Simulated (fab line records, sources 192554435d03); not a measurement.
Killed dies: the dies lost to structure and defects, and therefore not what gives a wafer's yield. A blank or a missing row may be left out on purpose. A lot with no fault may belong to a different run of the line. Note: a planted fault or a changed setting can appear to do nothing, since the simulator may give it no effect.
Split-lot trial | flow n5_finfet | 7 lots, 39 wafers read, on a route of 1938 steps

== THE SPLIT ITSELF ==
At N5_SD_EPI_N_EPI_21 (deposits Si:P, time 690 s), the setting epi_growth_time_s was moved away from the recipe's 690 s on 12 of the 39 wafers read, by -50.9% to +59.6%. This setting was run at the recipe's value on the other wafers.

== FROM THE SPLIT TO THE READING: what the file shows between them, 5 steps ==
- N5_SD_EPI_N_EPI_MEAS_23
- N5_SD_EPI_N_PRECLEAN_24: cleans in O3/DIW, time 60 s
- N5_SD_EPI_N_SRD_25: time 30 s
- N5_SD_EPI_P_HM_STRIP_48: strips SiNx in H3PO4, material SiNx, target depth 3 nm
- N5_SD_EPI_P_SRD_49: time 30 s

== THE READING ==
Si-P_of_SD_EPI_N_EPI_21.thk_nm (the simulator's own value, which no gauge read), in nm, at N5_SD_EPI_P_PRECLEAN_24 (cleans in O3/DIW, time 45 s). The file does not state a usual value for it. Here, 27 wafers ran the recipe; their average is 58.2 nm with a standard deviation of 0.55 nm.

wafer  | tool, chamber at the split | epi_growth_time_s as run, s | against the recipe | Si-P_of_SD_EPI_N_EPI_21.thk_nm, nm | against lot-mates on the recipe
L075.1 | epi_rpcvd-01, 0            | 690                         | recipe             | 58.4                               | -
L075.3 | epi_rpcvd-01, 0            | 690                         | recipe             | 58.4                               | -
L075.2 | epi_rpcvd-01, 0            | 494.2                       | -28.4%             | 45                                 | -13.5
L075.4 | epi_rpcvd-01, 0            | 494.2                       | -28.4%             | 45                                 | -13.5
L075.5 | epi_rpcvd-01, 0            | 494.2                       | -28.4%             | 45.2                               | -13.3
L075.6 | epi_rpcvd-01, 0            | 690                         | recipe             | 58.6                               | -
L077.1 | epi_rpcvd-03, 0            | 690                         | recipe             | 58.8                               | -
L077.2 | epi_rpcvd-03, 0            | 1101                        | +59.6%             | 81.8                               | +23.1
L077.3 | epi_rpcvd-03, 0            | 1101                        | +59.6%             | 82.2                               | +23.5
L077.4 | epi_rpcvd-03, 0            | 690                         | recipe             | 58.6                               | -
L077.5 | epi_rpcvd-03, 0            | 690                         | recipe             | 58.6                               | -
L077.6 | epi_rpcvd-03, 0            | 1101                        | +59.6%             | 82.6                               | +23.9
L081.1 | epi_rpcvd-02, 0            | 690                         | recipe             | 58.4                               | -
L081.4 | epi_rpcvd-02, 0            | 690                         | recipe             | 58.4                               | -
L081.2 | epi_rpcvd-02, 0            | 690                         | recipe             | 58.6                               | -
L081.3 | epi_rpcvd-02, 0            | 690                         | recipe             | 58                                 | -
L081.5 | epi_rpcvd-02, 0            | 690                         | recipe             | 57.8                               | -
L081.6 | epi_rpcvd-02, 0            | 690                         | recipe             | 58.2                               | -
L082.1 | epi_rpcvd-01, 0            | 690                         | recipe             | 58                                 | -
L082.3 | epi_rpcvd-01, 0            | 690                         | recipe             | 58.2                               | -
L082.5 | epi_rpcvd-01, 0            | 690                         | recipe             | 58.2                               | -
L091.1 | epi_rpcvd-01, 0            | 843.2                       | +22.2%             | 67.6                               | +9.9
L091.2 | epi_rpcvd-01, 0            | 690                         | recipe             | 58.6                               | -
L091.3 | epi_rpcvd-01, 0            | 843.2                       | +22.2%             | 66.2                               | +8.5
L091.4 | epi_rpcvd-01, 0            | 690                         | recipe             | 57.2                               | -
L091.5 | epi_rpcvd-01, 0            | 690                         | recipe             | 57.4                               | -
L091.6 | epi_rpcvd-01, 0            | 843.2                       | +22.2%             | 66.4                               | +8.7
L094.1 | epi_rpcvd-03, 0            | 338.7                       | -50.9%             | 31.2                               | -27.6
L094.2 | epi_rpcvd-03, 0            | 690                         | recipe             | 58.4                               | -
L094.3 | epi_rpcvd-03, 0            | 338.7                       | -50.9%             | 31.6                               | -27.2
L094.4 | epi_rpcvd-03, 0            | 690                         | recipe             | 59.2                               | -
L094.5 | epi_rpcvd-03, 0            | 690                         | recipe             | 58.8                               | -
L094.6 | epi_rpcvd-03, 0            | 338.7                       | -50.9%             | 31.4                               | -27.4
L095.1 | epi_rpcvd-01, 0            | 690                         | recipe             | 56.8                               | -
L095.2 | epi_rpcvd-01, 0            | 690                         | recipe             | 57.8                               | -
L095.3 | epi_rpcvd-01, 0            | 690                         | recipe             | 58.6                               | -
L095.4 | epi_rpcvd-01, 0            | 690                         | recipe             | 58.6                               | -
L095.5 | epi_rpcvd-01, 0            | 690                         | recipe             | 57.6                               | -
L095.6 | epi_rpcvd-01, 0            | 690                         | recipe             | 57.4                               | -

THE FIT
A straight line over all 39 wafers: Si-P_of_SD_EPI_N_EPI_21.thk_nm changes by +0.451 nm for each +1% of epi_growth_time_s; r = +0.99; the points scatter about the line by 1.4 nm.
The same after taking each lot's own level away (the mean of its wafers on the recipe; 39 wafers): +0.454 nm for each +1%; r = +0.99; scatter 1.5 nm.
According to that fit, moving epi_growth_time_s by its largest amount changes the reading by 27 nm.
From 57.73 to 58.80 nm: that is the span of the lots' own levels, equal to 2.0 times the standard deviation above.
Hence the lot-to-lot level has little effect on the slope; both slopes agree.
Check: +27.1 nm against its lot-mates is what the line predicts for one of the wafers moved furthest among these (+59.6%) when that wafer is left out of the fit. Against them it came out at +23.1 nm.

== OTHER SPLITS APPLIED TO THESE WAFERS ==
Before the reading, these wafers also passed through other splits. Each is held against what the fit with the lots' levels taken away leaves over:
other split on the same wafers                    | wafers away from the commonest value | r with Si-P_of_SD_EPI_N_EPI_21.thk_nm (lot level and that fit taken away)
N5_ZERO_LAYER_DEVELOP_10 develop_time_s           | 15                                   | +0.10
N5_PMOS_HMC_CHANNEL_EPI_DEVELOP_08 develop_time_s | 12                                   | -0.43

== THE WHOLE CHAIN: every reading that the file lists as answering this split, in the file's order ==
step                    | what it does                | reading                                                                         | change (the file's fit)               | r (the file's)
N5_SD_EPI_N_EPI_21      | deposits Si:P, time 690 s   | Si-P_of_SD_EPI_N_EPI_21.thk_nm (the simulator's own value, which no gauge read) | +0.461 nm for each +1% of the setting | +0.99
N5_SD_EPI_N_EPI_MEAS_23 |                             | thk_nm                                                                          | withheld for each +1% of the setting  | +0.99
N5_SD_EPI_P_PRECLEAN_24 | cleans in O3/DIW, time 45 s | Si-P_of_SD_EPI_N_EPI_21.thk_nm (the simulator's own value, which no gauge read) | +0.454 nm for each +1% of the setting | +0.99

== THE FILE'S OWN FIT ==
Si-P_of_SD_EPI_N_EPI_21.thk_nm changes by +0.454 nm for each +1% of epi_growth_time_s, r = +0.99.
